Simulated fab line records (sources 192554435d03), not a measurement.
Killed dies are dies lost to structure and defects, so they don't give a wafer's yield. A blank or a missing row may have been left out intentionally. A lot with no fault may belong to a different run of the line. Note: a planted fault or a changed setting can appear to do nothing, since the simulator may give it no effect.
2 desks looking at one fault ; flow n5_finfet ; only its own numbers are on each desk; what lay behind them is given at the end

AT THE TOOL OWNER'S DESK: arfi_scanner-01
The tool's own readings at N5_BEOL_M10_EXPOSE_08 (exposes mask M10): means of the sampled wafers that have a number, for each lot that ran on this tool. If a lot's mean is further than 4 standard deviations from the usual mean, the lot is out of limits and carries the mark OUT (the distance appears in the brackets).
Columns: A = exposure_dose_mJ_cm2 at N5_BEOL_M10_EXPOSE_08, usual 53.73
lot;first seen here;A
L433;day 11 18:24;53.71
L439;day 12 19:45;67.50 (+99 or more) OUT
L438;day 12 19:48;67.55 (+99 or more) OUT
L443;day 14 12:37;62.57 (+99 or more) OUT
This desk's verdict: out of limits on L438, L439, L443, starting with L439 at day 12 19:45 (exposure_dose_mJ_cm2 at N5_BEOL_M10_EXPOSE_08). Within limits: L433.

AT THE METROLOGY DESK
What the gauges read for every lot (on any tool): the sampled wafers with a number, averaged. If a lot's mean is further than 4 standard deviations from the usual mean, the lot is out of limits and carries the mark OUT (the distance appears in the brackets). 7 of its 13 readings are shown: the first one out of limits and those lying furthest out on some lot.
Columns: A = ION_P at N5_BEOL_M4_RC_MEAS_101, usual 462 uA/um; B = SS_P at N5_BEOL_M4_RC_MEAS_101, usual 73.4 mV/dec; C = VT_N at N5_BEOL_M4_RC_MEAS_101, usual 250.1 mV; D = VT_P at N5_BEOL_M4_RC_MEAS_101, usual -250.1 mV; E = M9_THK at N5_BEOL_M9_THK_MEAS_53, usual 142 nm; F = cd_nm at N5_BEOL_M10_CD_MEAS_11, usual 64.0 nm; G = cd_nm at N5_BEOL_M10_CD_MEAS_18, usual 70.0 nm
lot;first seen here;A;B;C;D;E;F;G
L427;day 7 23:52;461;72.4;249.9;-251.8;146;64.4;70.5
L433;day 9 15:51;460;73.0;251.1;-251.8;138;64.7;70.3
L439;day 10 20:49;472;73.8;245.9;-244.2;145;78.0 (+29) OUT;83.6 (+27) OUT
L438;day 10 21:17;455;73.4;251.7;-252.4;139;77.9 (+29) OUT;84.2 (+28) OUT
L443;day 12 09:46;465;73.5;249.7;-248.8;143;73.6 (+20) OUT;79.5 (+19) OUT
L445;day 12 13:58;465;73.0;250.0;-248.7;139;64.2;70.2
L446;day 12 16:26;460;73.5;249.1;-249.6;138;63.5;69.8
L447;day 12 20:07;458;74.0;249.0;-249.6;144;63.8;69.9
This desk's verdict: out of limits on L438, L439, L443, starting with L439 at day 12 19:52 (cd_nm at N5_BEOL_M10_CD_MEAS_11). Within limits: L427, L433, L445, L446, L447.

PUT TOGETHER
At day 12 19:45, on L438, L439, L443, the tool owner's desk was in a position to raise an alarm.
The metrology desk could have raised an alarm at day 12 19:52, on L438, L439, L443.
All the named lots went through N5_BEOL_M10_EXPOSE_08 on arfi_scanner-01.

WHAT HAD BEEN PUT IN BY THE SIMULATOR
Drift in process parameters on arfi_scanner-01 at N5_BEOL_M10_EXPOSE_08, starting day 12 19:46. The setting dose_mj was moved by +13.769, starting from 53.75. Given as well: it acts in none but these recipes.
Shown lots that were struck: L438, L439, L443.
